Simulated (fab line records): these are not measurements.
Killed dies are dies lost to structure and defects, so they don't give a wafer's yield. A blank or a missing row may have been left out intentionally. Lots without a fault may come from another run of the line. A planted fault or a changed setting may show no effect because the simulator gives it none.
Split-lot experiment	flow n5-finfet	21 wafers read across 7 lots, on a route 1938 steps long

== ON THE SPLIT ==
At N5_BEOL_M8_HM_DEP_02 (deposits TiN, target thk 20 nm), the setting target-thk-a was moved away from the recipe's 200 angstrom on 4 of the 21 wafers read, by -4.8% to +10.2%. For the rest of the wafers, this setting stayed at what the recipe calls for.

== FROM THE SPLIT TO THE READING: what the file shows between them, 8 steps ==
- N5_BEOL_M8_PEB_09: peb time 60 s (also split here: peb-time-s)
- N5_BEOL_M8_DEVELOP_10: develop time 30 s
- N5_BEOL_M8_CD_MEAS_11: target cd 38.5 nm
- N5_BEOL_M8_DESCUM_16: chemistry O2, time 7.9 s
- N5_BEOL_M8_ETCH_61: etches SiARC in CF4, target depth 45.5 nm, time 75.8 s
- N5_BEOL_M8_ETCH_62: etches SOC in N2/H2, target depth 110 nm, overetch 22 nm, time 165 s
- N5_BEOL_M8_STRIP_68: strips in N2/H2
- N5_BEOL_M8_STRIP_67: strips in CF4

== THE READING ==
etch.depth-nm (the simulator's own value, which no gauge read), in nm, at N5_BEOL_M8_HM_OPEN_17 (chemistry Cl2/BCl3, target TiN, target depth 20 nm, overetch 6 nm). The file does not state a usual value for it. Average 19.77 nm, standard deviation 0.31 nm, over the 17 wafers here run with the recipe.

wafer	tool, chamber at the split	target-thk-a as run, angstrom	against the recipe	etch.depth-nm, nm	against lot-mates on the recipe
L075.1	pvd-sputter-03, -	200	recipe	19.8	-
L075.4	pvd-sputter-03, -	200	recipe	20.38	-
L075.5	pvd-sputter-03, -	200	recipe	19.93	-
L083.2	pvd-sputter-01, -	200	recipe	19.77	-
L083.4	pvd-sputter-01, -	200	recipe	19.59	-
L083.6	pvd-sputter-01, -	200	recipe	19.87	-
L082.1	pvd-sputter-03, -	190.4	-4.8%	19.03	-1.34
L082.4	pvd-sputter-03, -	190.4	-4.8%	19.03	-1.34
L082.5	pvd-sputter-03, -	200	recipe	20.37	-
L090.1	pvd-sputter-02, -	200	recipe	19.81	-
L090.3	pvd-sputter-02, -	200	recipe	20	-
L090.6	pvd-sputter-02, -	200	recipe	20.05	-
L092.1	pvd-sputter-01, -	200	recipe	19.35	-
L092.2	pvd-sputter-01, -	220.3	+10.2%	21.78	+2.39
L092.4	pvd-sputter-01, -	200	recipe	19.43	-
L096.2	pvd-sputter-03, -	215.5	+7.7%	21.2	+1.43
L096.4	pvd-sputter-03, -	200	recipe	19.79	-
L096.6	pvd-sputter-03, -	200	recipe	19.76	-
L094.1	pvd-sputter-01, -	200	recipe	19.49	-
L094.2	pvd-sputter-01, -	200	recipe	19.3	-
L094.6	pvd-sputter-01, -	200	recipe	19.42	-

FIT RESULTS
A straight line over all 21 wafers: etch.depth-nm changes by +0.184 nm for each +1% of target-thk-a; r = +0.90; the points scatter about the line by 0.3 nm.
The same after taking each lot's own level away (the mean of its wafers on the recipe; 21 wafers): +0.232 nm for each +1%; r = +0.98; scatter 0.16 nm.
That fit puts the effect of the largest move of target-thk-a on the reading at 2.4 nm.
Across the lots, their own levels run from 19.390 to 20.370 nm, a range of 3.1 times the standard deviation given above.
So the slope is not independent of the lot-to-lot level: the two fits are not the same.
Check: +2.24 nm against its lot-mates is what the line predicts for one of the wafers moved furthest among these (+10.2%) when that wafer is left out of the fit. It came out at +2.39 nm against them.

== OTHER SPLITS APPLIED TO THESE WAFERS ==
These wafers also went through other splits before the reading. Each is held against what the fit with the lots' levels taken away leaves over:
other split on the same wafers	wafers away from the commonest value	r with etch.depth-nm (lot level and that fit taken away)
N5_BEOL_M7_EXPOSE_08 dose-mj	7	-0.31
N5_BEOL_M8_PEB_09 peb-time-s	11	-0.02

== THE WHOLE CHAIN: every reading that the file lists as answering this split, in the file's order ==
step	what it does	reading	change (the file's fit)	r (the file's)
N5_BEOL_M8_HM_DEP_02	deposits TiN, target thk 20 nm	TiN_of_BEOL_M8_HM_DEP_02.thk-nm (the simulator's own value, which no gauge read)	+0.225 nm for each +1% of the setting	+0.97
N5_BEOL_M8_HM_OPEN_17	chemistry Cl2/BCl3, target TiN, target depth 20 nm, overetch 6 nm	etch.depth-nm (the simulator's own value, which no gauge read)	+0.224 nm for each +1% of the setting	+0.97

== FILE'S OWN FIT ==
etch.depth-nm changes by +0.224 nm for each +1% of target-thk-a, r = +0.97.
